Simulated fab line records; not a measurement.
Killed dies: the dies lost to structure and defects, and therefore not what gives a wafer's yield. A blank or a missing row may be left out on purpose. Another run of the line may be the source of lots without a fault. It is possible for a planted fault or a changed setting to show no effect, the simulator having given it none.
Comparing a struck lot with a sound one | flow nand-harc | 14 out of 1302 route steps
Sound: these wafers, L908.1, L908.2, L908.3. Struck: wafer L898.6 (L898.1, L898.5, from the same lot, were not struck and are left out); the cause is given at the end.
At each step with rows: each side's tool, then ch and its chambers, then its first start. Under that, the readings that differ: sound wafers | struck wafers | difference of the means | sigmas: that difference in standard deviations of wafers without a fault.
alike: same words and numbers on both sides, and readings whose means sit less than 2 such deviations apart. not compared: any withheld reading, any reading some wafer has no value for, any bound like >300 that may hide the same value, and any number with overlapping values for which the record gives no deviation.
The two part at a step that has a row with sigmas, a row that says differs or no value, or rows on one side only. When numbers do not overlap yet have no deviation, they are printed without sigmas and do not part them. A reading missing from all wafers of one side parts the sides only when that side holds two or more wafers.

first, 7 steps without rows for these wafers: NHARC_A_SGD_CUT_COAT_57 (time 65 s); NHARC_A_SGD_CUT_COAT_03 (resist thk 90 nm); NHARC_A_SGD_CUT_SOFTBAKE_04 (time 55 s); NHARC_A_SGD_CUT_EBR_05; NHARC_A_SGD_CUT_EXPOSE_06 (exposes mask SGD); NHARC_A_SGD_CUT_PEB_07 (peb time 65 s); NHARC_A_SGD_CUT_DEVELOP_08 (develop time 35 s).
NHARC_A_SGD_CUT_CD_MEAS_09 targets a cd of 100 nm.
  sound on cd-sem-02 ch 0, day 26 17:43; struck on cd-sem-03 ch 0, day 23 06:29
  alike: cd-nm
NHARC_A_SGD_CUT_OVL_MEAS_10:
  sound on overlay-01 at day 26 17:48; struck on overlay-02 at day 23 06:34
  alike: overlay-x-nm, overlay-y-nm
NHARC_A_SGD_CUT_INSPECT_11:
  sound on defect-inspect-01 at day 26 17:50; struck on defect-inspect-02 at day 23 06:36
  alike: raw-defect-count
NHARC_A_SGD_CUT_DESCUM_14: chemistry O2, time 3 s.
  sound on rie-diel-09 ch 0,1,3, day 26 17:55; struck on rie-diel-08 ch 1, day 23 06:40
  alike: drypump-motor-current-A, oes-product-au, rf-vpp-V, showerhead-plenum-p-Torr, throttle-valve-pct
  not compared: rf-hours-counter-h
NHARC_A_SGD_CUT_ETCH_58: etches the open film in CF4, target depth 39 nm, time 65 s.
  sound on rie-diel-09 ch 1,2,3, day 26 17:59; struck on rie-diel-08 ch 0, day 23 06:46
  alike: drypump-motor-current-A, oes-product-au, rf-vpp-V, run-length-s, showerhead-plenum-p-Torr, throttle-valve-pct
  not compared: rf-hours-counter-h
NHARC_A_SGD_CUT_ETCH_59: etches the open film in N2/H2, target depth 260 nm, time 406.25 s.
  sound on rie-diel-09 ch 0,1,2, day 26 18:05; struck on rie-diel-08 ch 1, day 23 06:50
  reading                | sound                | struck | difference | sigmas
  run-length-s (s)       | 427.5 427.1 427.2    | 450.5  | +23.2      | +68
  throttle-valve-pct (%) | 14.172 14.168 14.168 | 14.192 | +0.023     | +2
  alike: drypump-motor-current-A, oes-product-au, rf-vpp-V, showerhead-plenum-p-Torr
  not compared: rf-hours-counter-h
NHARC_A_SGD_CUT_ETCH_15: etches the open film in CH3F/O2, target depth 75 nm, time 64.3 s.
  sound on rie-diel-09 ch 0,2,3; struck on rie-diel-08 ch 2
  alike: drypump-motor-current-A, oes-product-au, rf-vpp-V, run-length-s, showerhead-plenum-p-Torr, throttle-valve-pct
  not compared: rf-hours-counter-h

## WHERE THEY PART
Only at NHARC_A_SGD_CUT_ETCH_59, within this record. Later steps at which nothing parts them and some readings are alike: NHARC_A_SGD_CUT_ETCH_15.

WHY: what had been put in by the simulator
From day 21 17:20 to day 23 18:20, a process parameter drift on rie-diel-08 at NHARC_A_SGD_CUT_ETCH_59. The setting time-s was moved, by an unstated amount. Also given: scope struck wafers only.
